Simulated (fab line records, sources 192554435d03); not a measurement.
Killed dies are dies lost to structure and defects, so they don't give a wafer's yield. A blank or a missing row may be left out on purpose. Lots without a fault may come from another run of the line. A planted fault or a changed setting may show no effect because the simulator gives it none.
A struck lot beside a sound one | flow n5_finfet | 19 steps out of a route of 1938
Sound: wafers L983.1, L983.4, L983.6. Struck: wafers L991.2, L991.3, L991.6. The cause comes at the end.
At each step with rows: each side's tool, then ch and its chambers, then its first start. Under that, the readings that differ: sound wafers | struck wafers | difference of the means | sigmas: that difference in standard deviations of wafers without a fault.
alike: readings whose means differ by less than 2 such deviations, and words and numbers that are the same on both sides. not compared: withheld readings, readings that some wafer has no value for, bounds like >300 that may hide the same value, and numbers for which the record gives no deviation and whose values overlap.
The two part at a step that has a row with sigmas, a row that says differs or no value, or rows on one side only. Numbers that don't overlap but have no deviation are shown without sigmas and don't part them. A reading that every wafer of one side lacks parts them only if that side has two wafers or more.

first, 1 step without rows for these wafers: N5_SD_EPI_N_EPI_21 (deposits Si:P, time 690 s).
N5_SD_EPI_N_EPI_MEAS_23:
  sound on film_metro-01, day 6 00:16; struck on film_metro-01, day 8 02:21
  alike: thk_nm
then, 3 steps without rows for these wafers: N5_SD_EPI_N_PRECLEAN_24 (cleans in O3/DIW, time 60 s); N5_SD_EPI_N_SRD_25 (time 30 s); N5_SD_EPI_N_PRECLEAN_49 (cleans in NF3:NH3, afs cycles 1, time 20 s, sublimation time 60 s).
N5_SD_EPI_N_LINER_46: material SiNx, target thk 3 nm.
  sound on ald_sin-04 ch 0,2,3, day 6 00:37; struck on ald_sin-03 ch 0,1,3, day 8 03:46
  alike: heater_power_w
N5_SD_EPI_N_INSPECT_26: inspects for defects (darkfield).
  sound on defect_inspect-02, day 6 00:52; struck on defect_inspect-02, day 8 04:01
  alike: raw_defect_count
then, 5 steps without rows for these wafers: N5_SD_EPI_P_COAT_34 (time 60 s, resist thk 350 nm); N5_SD_EPI_P_COAT_35 (time 60 s, resist thk 35 nm); N5_SD_EPI_P_COAT_03 (resist thk 150 nm); N5_SD_EPI_P_EBR_05; N5_SD_EPI_P_SOFTBAKE_04 (time 60 s).
N5_SD_EPI_P_EXPOSE_06: exposes mask SD P BLK, target cd 240 nm.
  sound on arfi_scanner-03 ch 0, day 6 01:08; struck on arfi_scanner-02 ch 0, day 8 04:10
  reading                          | sound          | struck   | difference | sigmas
  model.SD_EPI_P.overlay_x_nm (nm) | -0.4 -0.4 -0.4 | 48 48 48 | +48        |
  alike: mask
then, 2 steps without rows for these wafers: N5_SD_EPI_P_PEB_07 (peb time 60 s); N5_SD_EPI_P_DEVELOP_08 (develop time 30 s).
N5_SD_EPI_P_CD_MEAS_09: target cd 240 nm.
  sound on cd_sem-02 ch 0, day 6 01:16; struck on cd_sem-01 ch 0, day 8 04:17
  alike: cd_nm
N5_SD_EPI_P_OVL_MEAS_10:
  sound on overlay-02 ch 0, day 6 01:18; struck on overlay-02 ch 0, day 8 04:19
  reading           | sound          | struck         | difference | sigmas
  SD_P_BLK_OVL (nm) | -1.0 -0.2 -0.2 | 52.5 52.0 53.1 | +53.0      | +63
N5_SD_EPI_P_INSPECT_11: inspects for defects (macro).
  sound on defect_inspect-01, day 6 01:19; struck on defect_inspect-02, day 8 04:21
  alike: raw_defect_count
-- the record jumps here: 6 days lie between the struck wafers' starts before and after (it left off in module SD_EPI_P and takes up again in module BEOL_M4, whose first step shown is number 1111 of the route) --
N5_BEOL_M4_RC_MEAS_101:
  sound on prober-01 ch 0, day 10 21:54; struck on prober-02 ch 0, day 14 05:29
  reading       | sound          | struck         | difference | sigmas
  ION_P (uA/um) | 470 472 477    | 459 453 454    | -18        | -2
  VT_P (mV)     | -245 -244 -242 | -249 -250 -253 | -7         | -2
  alike: DIBL_N, DIBL_P, IOFF_N, IOFF_P, ION_N, SS_N, SS_P, VT_N

WHERE THEY PART
First at N5_SD_EPI_P_OVL_MEAS_10; last, within this record, at N5_BEOL_M4_RC_MEAS_101.

WHY: what the simulator had put in
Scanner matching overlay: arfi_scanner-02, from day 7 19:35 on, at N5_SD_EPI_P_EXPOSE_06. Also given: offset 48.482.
